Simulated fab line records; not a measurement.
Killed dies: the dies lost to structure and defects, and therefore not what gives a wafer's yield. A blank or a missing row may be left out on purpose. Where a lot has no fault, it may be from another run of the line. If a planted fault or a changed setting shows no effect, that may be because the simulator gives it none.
fab line records	flow n5Finfet
record: lots: 24	wafers: 72	lastDay: 18
route steps=1938 shown GATE_CUT@489 MOL_CONTACT_COAG@538
lots that met no fault: from a run of the same line without faults
startH: the number of hours between the record's first day and the start of the first shown wafer of the lot	waitH: how many hours have passed since the lot's step before this one	" repeats the value in the row above	L1.1+2: a single row standing in for several wafers	- no value, or no start given	* or withheld: withheld	< > ~ a bound
route shown NAME@n: a module of which the file shows steps, and the number in the route of the first	usual: mean/standard deviation of fault-free wafers	same: alike in all rows	chamber/n: place in a boat	sites: each site's reading	_std_site: the standard deviation of these	_edge_site: mean of outer sites minus mean of inner sites	radiusMm: for every site, how far away it sits from the centre of the wafer	mask NAME#n: copy n	behind: tool/chamber where the wafer was last shaped	hold: why the lot was held/for how many hours/how that ended	device: names the non-switching transistor (n, p or np)	end of line: the same wafers' tests at the end of the route	a step without rows: its recipe alone	killed: count of dies lost to structure and defects at first sort (not the wafer's yield)	map: dies across one wafer; x = killed, . = not, _ = none there
set.NAME: setting as actually run; set.NAME@STEP: the setting as run at that earlier step	model.NAME: the simulator's own value behind a step, which no gauge read
route steps across a sampled set of lots; one table per step, one row per wafer
services: from which hour (startH, from the record's first day; less than 0 if before it) a tool's chamber was out of use, for how many hours, and why
== steps ==
step: N5_GATE_CUT_INSPECT_15
recipe: mode: adi	inspectInstrument: brightfield
usual: rawDefectCount: 132/37
lot.wafer	tool	chamber	startH	waitH	rawDefectCount
L074.2	defectInspect-01	-	85.01	0.0	69
L074.3	"	-	"	"	152
L074.6	"	-	"	"	140
L075.1	defectInspect-01	-	87.53	0.1	84
L075.3	"	-	"	"	107
L075.5	"	-	"	"	134
L076.2	defectInspect-02	-	94.47	0.0	157
L076.3	"	-	"	"	252
L076.5	"	-	"	"	175
L077.3	defectInspect-02	-	100.05	0.0	89
L077.5	"	-	"	"	109
L077.6	"	-	"	"	111
L078.2	defectInspect-01	-	108.85	0.0	70
L078.4	"	-	"	"	110
L078.6	"	-	"	"	95
L079.2	defectInspect-02	-	115.35	0.0	125
L079.3	"	-	"	"	85
L079.6	"	-	"	"	178
L080.1	defectInspect-01	-	119.84	0.1	155
L080.3	"	-	"	"	187
L080.5	"	-	"	"	121
L081.1	defectInspect-02	-	127.05	0.1	166
L081.3	"	-	"	"	133
L081.6	"	-	"	"	184
L082.2	defectInspect-02	-	133.87	0.0	133
L082.3	"	-	"	"	175
L082.5	"	-	"	"	95
L083.3	defectInspect-01	-	140.61	0.0	203
L083.4	"	-	"	"	132
L083.5	"	-	"	"	177
L084.1	defectInspect-01	-	149.12	0.1	79
L084.2	"	-	"	"	104
L084.4	"	-	"	"	52
L085.2	defectInspect-02	-	150.94	0.0	132
L085.3	"	-	"	"	158
L085.5	"	-	"	"	127
L086.1	defectInspect-01	-	162.99	0.1	178
L086.4	"	-	"	"	140
L086.6	"	-	"	"	119
L087.1	defectInspect-01	-	166.28	0.1	177
L087.4	"	-	"	"	106
L087.5	"	-	"	"	122
L088.2	defectInspect-02	-	169.92	0.0	162
L088.5	"	-	"	"	111
L088.6	"	-	"	"	103
L089.4	defectInspect-01	-	179.19	0.0	79
L089.5	"	-	"	"	130
L089.6	"	-	"	"	144
L090.1	defectInspect-01	-	182.99	0.1	72
L090.2	"	-	"	"	111
L090.6	"	-	"	"	123
L091.1	defectInspect-01	-	189.45	0.1	121
L091.3	"	-	"	"	159
L091.5	"	-	"	"	100
L092.1	defectInspect-01	-	199.82	0.1	101
L092.2	"	-	"	"	116
L092.6	"	-	"	"	191
L093.1	defectInspect-02	-	199.87	0.1	87
L093.4	"	-	"	"	113
L093.5	"	-	"	"	81
L094.1	defectInspect-01	-	209.71	0.1	121
L094.5	"	-	"	"	159
L094.6	"	-	"	"	159
L095.1	defectInspect-02	-	213.91	0.1	144
L095.2	"	-	"	"	204
L095.4	"	-	"	"	147
L096.2	defectInspect-02	-	223.13	0.0	136
L096.3	"	-	"	"	93
L096.5	"	-	"	"	133
L097.1	defectInspect-02	-	232.00	0.1	146
L097.3	"	-	"	"	177
L097.5	"	-	"	"	179
step: N5_GATE_CUT_CUT_ETCH_53
recipe: chemistry: SF6/Cl2	target: W	maskMaterial: SiO2	targetDepthA: 792	pressureMtorr: 8	icpW: 900	biasW: 80	SF6_flow_sccm: 40	Cl2_flow_sccm: 60	ends: cleared
usual: drypumpMotorCurrentA: 5.7/0.43	etchRfOnTimeS: 26.0/0.72	oesProductAu: 0.63/0.055	throttleValvePct: 29.08/0.21
lot.wafer	tool	chamber	startH	waitH	drypumpMotorCurrentA	etchRfOnTimeS	oesProductAu	rfHoursCounterH	throttleValvePct
L074.2	rieMetal-01	0	85.43	0.1	6.1	27.2	0.57	98	29.25
L074.3	"	1	"	"	5.9	25.3	0.67	-	28.64
L074.6	"	0	"	"	6.1	27.1	0.58	-	29.26
L075.1	rieMetal-02	0	87.96	0.1	5.7	25.6	0.58	119	29.13
L075.3	"	1	"	"	5.1	26.5	0.66	-	29.24
L075.5	"	0	"	"	5.7	25.8	0.57	-	29.12
L076.2	rieMetal-02	1	94.90	0.1	5.1	26.3	0.66	70	29.25
L076.3	"	0	"	"	5.7	25.6	0.58	-	29.11
L076.5	"	0	"	"	5.7	26.0	0.57	-	29.10
L077.3	rieMetal-02	1	100.49	0.1	5.1	26.2	0.66	-	29.25
L077.5	"	0	"	"	5.8	25.6	0.58	-	29.11
L077.6	"	1	"	"	5.1	26.2	0.67	-	29.24
L078.2	rieMetal-02	0	109.28	0.1	5.7	25.5	0.58	120	29.11
L078.4	"	0	"	"	5.7	25.5	0.58	-	29.12
L078.6	"	1	"	"	5.1	26.2	0.66	-	29.26
L079.2	rieMetal-01	1	115.88	0.1	6.0	25.0	0.67	67	28.65
L079.3	"	0	"	"	6.1	27.2	0.57	-	29.26
L079.6	"	0	"	"	6.1	27.2	0.57	-	29.26
L080.1	rieMetal-01	0	120.27	0.1	6.1	26.9	0.57	101	29.26
L080.3	"	0	"	"	6.1	27.1	0.57	-	29.25
L080.5	"	0	"	"	6.1	27.0	0.57	-	29.25
L081.1	rieMetal-02	1	127.48	0.1	5.1	25.9	0.66	72	29.26
L081.3	"	0	"	"	5.7	25.5	0.58	-	29.11
L081.6	"	0	"	"	5.7	25.5	0.57	-	29.13
L082.2	rieMetal-01	1	134.30	0.1	6.0	25.1	0.66	69	28.65
L082.3	"	0	"	"	6.1	27.4	0.56	-	29.26
L082.5	"	0	"	"	6.1	27.2	0.57	-	29.27
L083.3	rieMetal-02	0	141.06	0.1	5.7	25.5	0.57	-	29.12
L083.4	"	1	"	"	5.1	25.9	0.66	-	29.25
L083.5	"	0	"	"	5.7	25.7	0.57	-	29.11
L084.1	rieMetal-03	0	151.50	0.1	5.9	26.7	0.75	27	29.02
L084.2	"	1	"	"	6.4	26.4	0.64	80	29.01
L084.4	"	0	"	"	5.9	26.8	0.75	-	29.04
L085.2	rieMetal-02	1	154.01	0.1	5.1	25.9	0.66	75	29.26
L085.3	"	1	"	"	5.1	26.0	0.66	-	29.27
L085.5	"	1	"	"	5.1	25.9	0.66	-	29.27
L086.1	rieMetal-01	1	163.42	0.1	5.9	24.9	0.66	72	28.66
L086.4	"	0	"	"	6.1	27.4	0.56	-	29.26
L086.6	"	0	"	"	6.1	27.4	0.56	-	29.25
L087.1	rieMetal-01	1	167.13	0.1	5.9	24.9	0.66	72	28.67
L087.4	"	0	"	"	6.1	27.6	0.56	-	29.27
L087.5	"	1	"	"	5.9	25.0	0.66	-	28.66
L088.2	rieMetal-03	0	171.50	0.1	5.9	26.3	0.75	29	29.03
L088.5	"	0	"	"	5.9	26.4	0.75	-	29.04
L088.6	"	1	"	"	6.4	26.0	0.63	-	29.00
L089.4	rieMetal-01	0	179.63	0.1	6.1	27.7	0.56	-	29.27
L089.5	"	0	"	"	6.1	27.5	0.56	-	29.28
L089.6	"	1	"	"	5.9	25.3	0.65	-	28.67
L090.1	rieMetal-03	0	183.45	0.1	5.9	26.5	0.74	30	29.03
L090.2	"	1	"	"	6.4	25.9	0.64	82	29.00
L090.6	"	0	"	"	5.9	26.3	0.75	-	29.04
L091.1	rieMetal-03	1	190.19	0.1	6.4	26.2	0.63	83	29.01
L091.3	"	0	"	"	5.9	26.8	0.73	-	29.04
L091.5	"	0	"	"	5.9	26.7	0.74	-	29.06
L092.1	rieMetal-02	1	200.25	0.1	5.1	26.1	0.65	78	29.25
L092.2	"	0	"	"	5.7	25.6	0.57	126	29.13
L092.6	"	0	"	"	5.7	25.4	0.57	-	29.14
L093.1	rieMetal-02	1	200.62	0.1	5.1	25.8	0.66	78	29.26
L093.4	"	1	"	"	5.1	25.9	0.66	-	29.26
L093.5	"	1	"	"	5.1	26.1	0.65	-	29.26
L094.1	rieMetal-03	0	210.14	0.1	5.9	26.4	0.73	32	29.02
L094.5	"	1	"	"	6.4	26.2	0.63	-	29.01
L094.6	"	0	"	"	5.8	26.3	0.74	-	29.04
L095.1	rieMetal-01	0	214.44	0.1	6.1	27.0	0.56	110	29.28
L095.2	"	1	"	"	5.9	24.9	0.66	77	28.68
L095.4	"	1	"	"	5.9	24.8	0.66	-	28.69
L096.2	rieMetal-02	1	223.58	0.1	5.1	25.8	0.66	-	29.26
L096.3	"	1	"	"	5.1	25.8	0.65	-	29.26
L096.5	"	1	"	"	5.1	25.6	0.65	-	29.27
L097.1	rieMetal-02	1	232.44	0.1	5.1	25.7	0.65	82	29.29
L097.3	"	1	"	"	5.1	25.7	0.65	-	29.27
L097.5	"	1	"	"	5.1	25.6	0.65	-	29.27
step: N5_GATE_CUT_CMP_61
recipe: stopOn: SiNx	tOverpolishS: 3	postCmpClean: alkalineBrush	downForcePsi: 4	platenRpm: 27.09	padVelocityMS: 0.539
usual: motorCurrentA: 12.0/0.84	platenRpm: 27.089/0.017
lot.wafer	tool	chamber	startH	waitH	motorCurrentA	platenRpm
L074.2	cmp-04	1	88.90	0.3	14.5	27.092
L074.3	"	2	"	"	13.6	27.092
L074.6	"	3	"	"	11.5	27.098
L075.3	cmp-02	3	90.78	0.3	11.6	27.062
L075.1	"	1	"	"	12.5	27.083
L075.5	"	2	"	"	12.1	27.100
L076.2	cmp-02	3	97.75	0.4	11.4	27.076
L076.3	"	2	"	"	11.4	27.085
L076.5	"	3	"	"	11.2	27.107
L077.3	cmp-02	1	103.53	0.2	12.1	27.078
L077.6	"	2	"	"	11.6	27.055
L077.5	"	3	"	"	11.1	27.119
L078.4	cmp-02	3	112.02	0.4	11.6	27.047
L078.2	"	0	"	"	13.2	27.092
L078.6	"	0	"	"	12.7	27.071
L079.2	cmp-01	3	118.62	0.4	11.3	27.117
L079.3	"	2	"	"	12.8	27.073
L079.6	"	0	"	"	10.9	27.100
L080.1	cmp-01	2	123.01	0.4	12.6	27.129
L080.3	"	0	"	"	11.0	27.102
L080.5	"	2	"	"	11.9	27.097
L081.1	cmp-04	3	130.50	0.4	11.6	27.090
L081.3	"	0	"	"	12.9	27.111
L081.6	"	0	"	"	13.5	27.104
L082.3	cmp-02	3	137.04	0.4	12.6	27.085
L082.2	"	2	"	"	12.3	27.076
L082.5	"	0	"	"	13.3	27.088
L083.3	cmp-01	0	143.84	0.3	11.1	27.085
L083.4	"	1	"	"	11.2	27.103
L083.5	"	3	"	"	12.2	27.072
L084.2	cmp-02	1	154.24	0.4	12.0	27.101
L084.1	"	2	"	"	11.1	27.074
L084.4	"	3	"	"	11.3	27.054
L085.2	cmp-01	3	156.75	0.4	11.7	27.077
L085.3	"	1	"	"	10.9	27.117
L085.5	"	3	"	"	12.0	27.100
L086.1	cmp-02	2	166.98	0.4	11.8	27.095
L086.4	"	0	"	"	13.1	27.089
L086.6	"	3	"	"	11.5	27.064
L087.4	cmp-01	2	169.96	0.3	12.7	27.108
L087.1	"	3	"	"	12.5	27.069
L087.5	"	2	"	"	12.3	27.116
L088.2	cmp-02	1	174.26	0.4	12.1	27.065
L088.6	"	1	"	"	12.3	27.091
L088.5	"	2	"	"	11.4	27.068
L089.4	cmp-04	0	185.19	0.3	13.2	27.095
L089.5	"	2	"	"	12.7	27.085
L089.6	"	3	"	"	11.8	27.070
L090.2	cmp-01	3	187.91	0.3	11.7	27.079
L090.1	"	0	"	"	11.7	27.089
L090.6	"	1	"	"	11.3	27.088
L091.1	cmp-04	1	193.00	0.3	13.8	27.100
L091.3	"	2	"	"	13.9	27.109
L091.5	"	3	"	"	11.2	27.088
L092.1	cmp-02	0	202.99	0.4	12.9	27.068
L092.2	"	2	"	"	11.3	27.089
L092.6	"	0	"	"	13.0	27.079
L093.1	cmp-01	3	204.23	0.4	11.9	27.099
L093.4	"	2	"	"	12.0	27.131
L093.5	"	0	"	"	11.4	27.101
L094.1	cmp-01	2	212.91	0.3	12.2	27.068
L094.5	"	1	"	"	11.7	27.098
L094.6	"	2	"	"	12.6	27.091
L095.4	cmp-02	0	217.29	0.4	12.8	27.067
L095.1	"	1	"	"	12.4	27.097
L095.2	"	2	"	"	11.7	27.076
L096.3	cmp-02	2	226.57	0.4	11.2	27.121
L096.2	"	0	"	"	13.0	27.091
L096.5	"	3	"	"	11.3	27.107
L097.3	cmp-02	3	235.67	0.4	11.4	27.081
L097.1	"	0	"	"	12.6	27.076
L097.5	"	0	"	"	12.4	27.077
step: N5_MOL_CONTACT_COAG_ETCH_110
recipe: chemistry: CF4/O2	target: Si	targetDepthA: 25	timeS: 8	pressureMtorr: 100	sourceW: 200	biasW: 12	ionEnergyEv: 60	Ar_flow_sccm: 100	cf4FlowSccm: 100	O2_flow_sccm: 10
usual: drypumpMotorCurrentA: 5.8/0.45	oes_ar_750_au: 0.75/0.065	oesProductAu: 0.74/0.07	rfVppV: 127.6/2.8	showerheadPlenumPTorr: 2.23/0.063	throttleValvePct: 10.84/0.24
lot.wafer	tool	chamber	startH	waitH	drypumpMotorCurrentA	oes_ar_750_au	oesProductAu	rfHoursCounterH	rfVppV	showerheadPlenumPTorr	throttleValvePct
L074.2	rieDiel-05	3	90.27	0.0	6.5	0.75	0.74	172	128.6	2.30	10.99
L074.3	"	1	"	"	5.1	0.74	0.72	191	124.8	2.29	11.04
L074.6	"	1	"	"	5.2	0.74	0.72	-	128.1	2.29	11.01
L075.1	rieDiel-05	2	91.68	0.0	5.5	0.68	0.68	245	130.6	2.19	10.94
L075.3	"	0	"	"	5.8	0.73	0.73	190	126.5	2.30	10.72
L075.5	"	1	"	"	5.1	0.74	0.72	-	128.7	2.29	11.01
L076.2	rieDiel-05	1	98.68	0.0	5.1	0.74	0.72	193	127.9	2.29	11.04
L076.3	"	3	"	"	6.5	0.74	0.74	173	129.4	2.30	11.00
L076.5	"	0	"	"	5.8	0.74	0.74	-	128.2	2.30	10.73
L077.3	rieDiel-05	2	104.49	0.0	5.5	0.68	0.67	249	130.6	2.19	10.97
L077.5	"	1	"	"	5.1	0.74	0.72	-	126.2	2.29	11.02
L077.6	"	2	"	"	5.5	0.69	0.68	-	130.5	2.19	10.95
L078.2	rieDiel-03	1	113.36	0.0	6.3	0.81	0.79	98	122.4	2.24	10.68
L078.4	"	3	"	"	5.9	0.74	0.75	174	124.8	2.22	10.65
L078.6	"	1	"	"	6.4	0.81	0.80	-	123.3	2.24	10.67
L079.2	rieDiel-03	0	119.73	0.0	6.3	0.69	0.68	218	126.2	2.20	11.04
L079.3	"	2	"	"	5.5	0.71	0.69	221	124.7	2.20	10.92
L079.6	"	3	"	"	5.9	0.74	0.74	-	123.9	2.22	10.65
L080.1	rieDiel-03	2	125.01	0.0	5.4	0.70	0.70	222	125.2	2.20	10.91
L080.3	"	0	"	"	6.3	0.69	0.68	219	124.6	2.20	11.04
L080.5	"	2	"	"	5.5	0.69	0.69	-	123.9	2.20	10.91
L081.1	rieDiel-05	3	132.14	0.0	6.5	0.73	0.73	188	128.6	2.29	11.02
L081.3	"	2	"	"	5.5	0.98	0.99	0	131.5	2.19	10.23
L081.6	"	3	"	"	6.5	0.73	0.73	-	128.5	2.29	11.05
L082.2	rieDiel-02	0	137.97	0.0	6.3	0.77	0.77	133	128.3	2.05	10.81
L082.3	"	2	"	"	5.8	0.69	0.69	234	132.3	2.20	11.10
L082.5	"	0	"	"	6.3	0.79	0.77	-	127.4	2.05	10.81
L083.3	rieDiel-05	3	144.71	0.0	6.5	0.73	0.72	192	127.6	2.29	11.04
L083.4	"	2	"	"	5.5	0.94	0.94	6	131.5	2.18	10.26
L083.5	"	2	"	"	5.5	0.93	0.93	-	130.7	2.18	10.27
L084.1	rieDiel-05	0	155.29	0.0	5.8	0.72	0.71	213	126.7	2.29	10.79
L084.2	"	3	"	"	6.5	0.72	0.71	196	128.5	2.29	11.08
L084.4	"	2	"	"	5.5	0.92	0.93	10	130.7	2.18	10.28
L085.2	rieDiel-02	3	157.68	0.0	5.9	0.87	0.87	39	124.7	2.16	10.59
L085.3	"	2	"	"	5.7	0.68	0.70	239	135.1	2.20	11.11
L085.5	"	1	"	"	5.4	0.73	0.72	-	130.2	2.31	10.70
L086.1	rieDiel-02	0	168.32	0.0	6.4	0.76	0.76	142	129.7	2.05	10.85
L086.4	"	1	"	"	5.4	0.73	0.72	179	129.1	2.31	10.71
L086.6	"	2	"	"	5.8	0.68	0.69	-	133.6	2.19	11.14
L087.1	rieDiel-03	3	171.01	0.0	5.9	0.73	0.73	192	124.1	2.21	10.70
L087.4	"	1	"	"	6.3	0.79	0.77	117	124.0	2.23	10.72
L087.5	"	1	"	"	6.3	0.79	0.77	-	124.6	2.23	10.73
L088.2	rieDiel-05	2	175.32	0.0	5.5	0.90	0.92	16	131.6	2.18	10.29
L088.5	"	0	"	"	5.8	0.71	0.71	-	126.5	2.29	10.81
L088.6	"	1	"	"	5.1	0.73	0.71	-	126.7	2.28	11.10
L089.4	rieDiel-03	1	186.13	0.0	6.3	0.79	0.76	122	122.9	2.23	10.73
L089.5	"	2	"	"	5.5	0.69	0.68	-	124.1	2.19	10.96
L089.6	"	3	"	"	5.9	0.73	0.73	-	122.4	2.21	10.72
L090.1	rieDiel-03	0	188.78	0.0	6.3	0.68	0.67	241	126.7	2.19	11.11
L090.2	"	1	"	"	6.3	0.78	0.77	124	124.5	2.23	10.75
L090.6	"	0	"	"	6.3	0.68	0.68	-	127.8	2.19	11.10
L091.1	rieDiel-05	2	193.87	0.0	5.5	0.89	0.91	23	132.7	2.18	10.31
L091.3	"	3	"	"	6.5	0.72	0.71	210	128.2	2.28	11.11
L091.5	"	2	"	"	5.5	0.89	0.91	-	132.2	2.18	10.32
L092.1	rieDiel-03	1	204.39	0.0	6.3	0.78	0.75	129	123.2	2.23	10.76
L092.2	"	3	"	"	5.9	0.72	0.72	204	124.6	2.21	10.73
L092.6	"	3	"	"	5.9	0.72	0.72	-	121.9	2.21	10.74
L093.1	rieDiel-02	1	205.16	0.0	5.4	0.72	0.72	194	131.3	2.30	10.75
L093.4	"	0	"	"	6.3	0.76	0.75	-	127.0	2.04	10.86
L093.5	"	3	"	"	5.9	0.83	0.84	-	126.1	2.16	10.64
L094.1	rieDiel-05	3	213.81	0.0	6.5	0.72	0.71	215	129.1	2.28	11.12
L094.5	"	3	"	"	6.5	0.71	0.71	-	127.9	2.28	11.11
L094.6	"	2	"	"	5.5	0.88	0.89	-	131.8	2.18	10.33
L095.1	rieDiel-05	0	218.35	0.0	5.8	0.71	0.71	235	127.2	2.28	10.85
L095.2	"	3	"	"	6.5	0.71	0.71	217	128.5	2.28	11.14
L095.4	"	2	"	"	5.5	0.88	0.89	30	131.2	2.18	10.35
L096.2	rieDiel-05	0	227.68	0.0	5.8	0.70	0.70	238	127.8	2.28	10.84
L096.3	"	3	"	"	6.5	0.71	0.71	220	128.8	2.28	11.14
L096.5	"	3	"	"	6.5	0.70	0.70	-	130.0	2.28	11.13
L097.1	rieDiel-05	0	236.85	0.0	5.8	0.70	0.70	241	128.3	2.28	10.88
L097.3	"	3	"	"	6.5	0.71	0.70	223	128.2	2.28	11.14
L097.5	"	1	"	"	5.1	0.71	0.69	-	127.9	2.27	11.15
step: N5_MOL_CONTACT_COAG_ANNEAL_113
recipe: tempC: 400	timeS: 300	ambient: H2/N2
usual: lampPowerPct: 2.742/0.027	lamp_zone_6_pct: 2.714/0.027	wafer_temp_C_max: 401.2/0.48
lot.wafer	tool	chamber	startH	waitH	lampPowerPct	lamp_zone_6_pct	wafer_temp_C_max
L074.2	rtpAnneal-02	0	94.41	0.5	2.790	2.753	402.0
L074.3	"	0	"	"	2.786	2.759	402.0
L074.6	"	0	"	"	2.786	2.761	402.1
L075.1	rtpAnneal-01	0	95.90	0.3	2.724	2.698	400.7
L075.3	"	0	"	"	2.730	2.697	401.3
L075.5	"	0	"	"	2.729	2.701	400.7
L076.2	rtpAnneal-02	0	102.07	0.5	2.784	2.759	401.4
L076.3	"	0	"	"	2.790	2.765	401.7
L076.5	"	0	"	"	2.786	2.767	402.0
L077.3	rtpAnneal-01	0	108.14	0.7	2.726	2.698	401.7
L077.5	"	0	"	"	2.723	2.699	401.2
L077.6	"	0	"	"	2.721	2.700	400.7
L078.2	rtpAnneal-01	0	116.79	0.5	2.724	2.703	400.9
L078.4	"	0	"	"	2.719	2.697	400.7
L078.6	"	0	"	"	2.727	2.697	401.0
L079.2	rtpAnneal-01	0	123.19	0.8	2.727	2.702	400.6
L079.3	"	0	"	"	2.721	2.697	400.8
L079.6	"	0	"	"	2.731	2.696	400.9
L080.1	rtpAnneal-01	0	128.17	0.6	2.731	2.699	400.7
L080.3	"	0	"	"	2.727	2.697	400.8
L080.5	"	0	"	"	2.723	2.701	401.0
L081.1	rtpAnneal-02	0	135.83	0.6	2.789	2.766	401.8
L081.3	"	0	"	"	2.787	2.763	401.8
L081.6	"	0	"	"	2.794	2.761	401.8
L082.2	rtpAnneal-02	0	140.39	0.5	2.788	2.761	401.4
L082.3	"	0	"	"	2.793	2.760	401.8
L082.5	"	0	"	"	2.792	2.760	401.5
L083.3	rtpAnneal-01	0	147.09	0.6	2.726	2.701	400.9
L083.4	"	0	"	"	2.726	2.699	400.9
L083.5	"	0	"	"	2.730	2.699	401.5
L084.1	rtpAnneal-02	0	158.76	0.3	2.785	2.766	401.7
L084.2	"	0	"	"	2.787	2.764	402.4
L084.4	"	0	"	"	2.790	2.757	401.8
L085.2	rtpAnneal-01	0	162.16	0.5	2.726	2.697	400.5
L085.3	"	0	"	"	2.729	2.703	400.7
L085.5	"	0	"	"	2.725	2.701	400.7
L086.1	rtpAnneal-02	0	171.98	0.3	2.785	2.760	401.6
L086.4	"	0	"	"	2.785	2.759	401.6
L086.6	"	0	"	"	2.788	2.761	402.0
L087.1	rtpAnneal-01	0	174.02	0.4	2.723	2.699	400.9
L087.4	"	0	"	"	2.728	2.697	401.7
L087.5	"	0	"	"	2.729	2.699	401.4
L088.2	rtpAnneal-01	0	178.97	0.6	2.725	2.699	401.2
L088.5	"	0	"	"	2.727	2.697	401.2
L088.6	"	0	"	"	2.727	2.695	401.2
L089.4	rtpAnneal-01	0	191.40	0.7	2.726	2.699	400.6
L089.5	"	0	"	"	2.729	2.696	401.0
L089.6	"	0	"	"	2.727	2.700	400.7
L090.1	rtpAnneal-01	0	192.39	0.4	2.723	2.699	401.1
L090.2	"	0	"	"	2.726	2.698	401.1
L090.6	"	0	"	"	2.729	2.695	400.7
L091.1	rtpAnneal-01	0	197.82	0.5	2.730	2.703	400.9
L091.3	"	0	"	"	2.725	2.699	401.3
L091.5	"	0	"	"	2.733	2.702	401.1
L092.1	rtpAnneal-01	0	208.30	0.4	2.727	2.698	400.9
L092.2	"	0	"	"	2.724	2.707	401.2
L092.6	"	0	"	"	2.733	2.701	401.4
L093.1	rtpAnneal-01	0	209.38	0.4	2.723	2.699	401.0
L093.4	"	0	"	"	2.727	2.705	400.5
L093.5	"	0	"	"	2.724	2.700	400.7
L094.1	rtpAnneal-01	0	220.36	0.3	2.729	2.695	400.6
L094.5	"	0	"	"	2.726	2.698	401.2
L094.6	"	0	"	"	2.729	2.697	400.4
L095.1	rtpAnneal-01	0	228.94	0.5	2.730	2.701	401.4
L095.2	"	0	"	"	2.726	2.700	400.8
L095.4	"	0	"	"	2.721	2.700	400.9
L096.2	rtpAnneal-01	0	232.21	0.5	2.727	2.700	400.7
L096.3	"	0	"	"	2.727	2.699	401.0
L096.5	"	0	"	"	2.726	2.699	400.8
L097.1	rtpAnneal-01	0	240.88	0.3	2.729	2.695	401.2
L097.3	"	0	"	"	2.723	2.700	401.2
L097.5	"	0	"	"	2.727	2.695	400.7
step: N5_MOL_CONTACT_COAG_SPUTTER_130
recipe: material: Co	targetThkA: 475	tempC: 25	chamberPressurePa: 0.5	powerW: 3000
usual: throttleValvePct: 29.9/1.2
lot.wafer	tool	chamber	startH	waitH	throttleValvePct
L074.2	pvdSputter-03	-	95.65	0.0	30.8
L074.3	"	-	"	"	29.2
L074.6	"	-	"	"	31.2
L075.1	pvdSputter-01	-	96.90	0.0	30.5
L075.3	"	-	"	"	31.5
L075.5	"	-	"	"	31.4
L076.2	pvdSputter-03	-	103.26	0.0	29.1
L076.3	"	-	"	"	28.2
L076.5	"	-	"	"	30.6
L077.3	pvdSputter-02	-	109.76	0.0	29.5
L077.5	"	-	"	"	29.5
L077.6	"	-	"	"	31.0
L078.2	pvdSputter-03	-	120.67	0.0	30.9
L078.4	"	-	"	"	28.9
L078.6	"	-	"	"	28.0
L079.2	pvdSputter-03	-	125.28	0.0	30.8
L079.3	"	-	"	"	29.1
L079.6	"	-	"	"	31.2
L080.1	pvdSputter-01	-	130.48	0.0	30.4
L080.3	"	-	"	"	31.5
L080.5	"	-	"	"	29.9
L081.1	pvdSputter-01	-	138.47	0.0	28.0
L081.3	"	-	"	"	30.4
L081.6	"	-	"	"	29.7
L082.2	pvdSputter-03	-	142.08	0.0	31.2
L082.3	"	-	"	"	29.4
L082.5	"	-	"	"	29.2
L083.3	pvdSputter-02	-	147.89	0.0	30.8
L083.4	"	-	"	"	31.2
L083.5	"	-	"	"	31.2
L084.1	pvdSputter-03	-	160.56	0.0	29.3
L084.2	"	-	"	"	30.9
L084.4	"	-	"	"	27.9
L085.2	pvdSputter-01	-	163.94	0.0	29.9
L085.3	"	-	"	"	27.8
L085.5	"	-	"	"	28.1
L086.1	pvdSputter-02	-	173.32	0.0	29.5
L086.4	"	-	"	"	28.3
L086.6	"	-	"	"	31.4
L087.1	pvdSputter-02	-	176.58	0.0	30.9
L087.4	"	-	"	"	28.5
L087.5	"	-	"	"	29.7
L088.2	pvdSputter-02	-	181.94	0.0	28.6
L088.5	"	-	"	"	29.5
L088.6	"	-	"	"	31.5
L089.4	pvdSputter-02	-	193.40	0.0	31.0
L089.5	"	-	"	"	28.4
L089.6	"	-	"	"	29.8
L090.1	pvdSputter-02	-	193.86	0.0	28.4
L090.2	"	-	"	"	31.0
L090.6	"	-	"	"	29.7
L091.1	pvdSputter-02	-	200.18	0.0	31.0
L091.3	"	-	"	"	28.5
L091.5	"	-	"	"	31.0
L092.1	pvdSputter-01	-	211.02	0.0	30.5
L092.2	"	-	"	"	30.0
L092.6	"	-	"	"	28.0
L093.1	pvdSputter-03	-	211.26	0.0	29.1
L093.4	"	-	"	"	31.0
L093.5	"	-	"	"	30.5
L094.1	pvdSputter-03	-	221.55	0.0	30.8
L094.5	"	-	"	"	29.1
L094.6	"	-	"	"	30.9
L095.1	pvdSputter-02	-	231.21	0.0	29.4
L095.2	"	-	"	"	31.1
L095.4	"	-	"	"	31.0
L096.2	pvdSputter-02	-	234.13	0.0	31.3
L096.3	"	-	"	"	29.8
L096.5	"	-	"	"	28.4
L097.1	pvdSputter-02	-	242.22	0.0	29.6
L097.3	"	-	"	"	31.1
L097.5	"	-	"	"	29.6
== services ==
tool	chamber	startH	hours	kind
cmp-01	-	66.62	1.7	repair
rieMetal-01	1	71.08	5.0	repair
cmp-02	-	74.21	4.6	pm
cmp-02	-	79.54	1.6	repair
pvdSputter-01	-	83.60	1.1	repair
rieMetal-02	1	88.29	5.3	repair
rieMetal-01	0	92.80	5.8	repair
rieMetal-03	-	94.20	1.7	repair
pvdSputter-01	-	115.56	3.2	repair
cmp-02	-	122.65	1.1	repair
rieMetal-03	0	133.50	1.7	repair
cmp-02	-	141.44	0.3	repair
rieDiel-05	1	141.45	1.7	repair
cmp-01	-	145.89	1.5	repair
rtpAnneal-02	-	172.88	68.0	pm
rieMetal-02	-	176.93	2.8	pm
rieMetal-02	0	181.74	5.7	repair
rieMetal-02	1	183.45	6.3	repair
cmp-01	-	189.89	0.5	repair
cmp-01	-	193.71	0.6	repair
cmp-01	-	207.65	1.6	repair
cmp-02	-	210.90	4.0	pm
rieDiel-03	1	217.32	3.5	repair
cmp-02	-	233.10	0.6	repair
== key ==
fault none
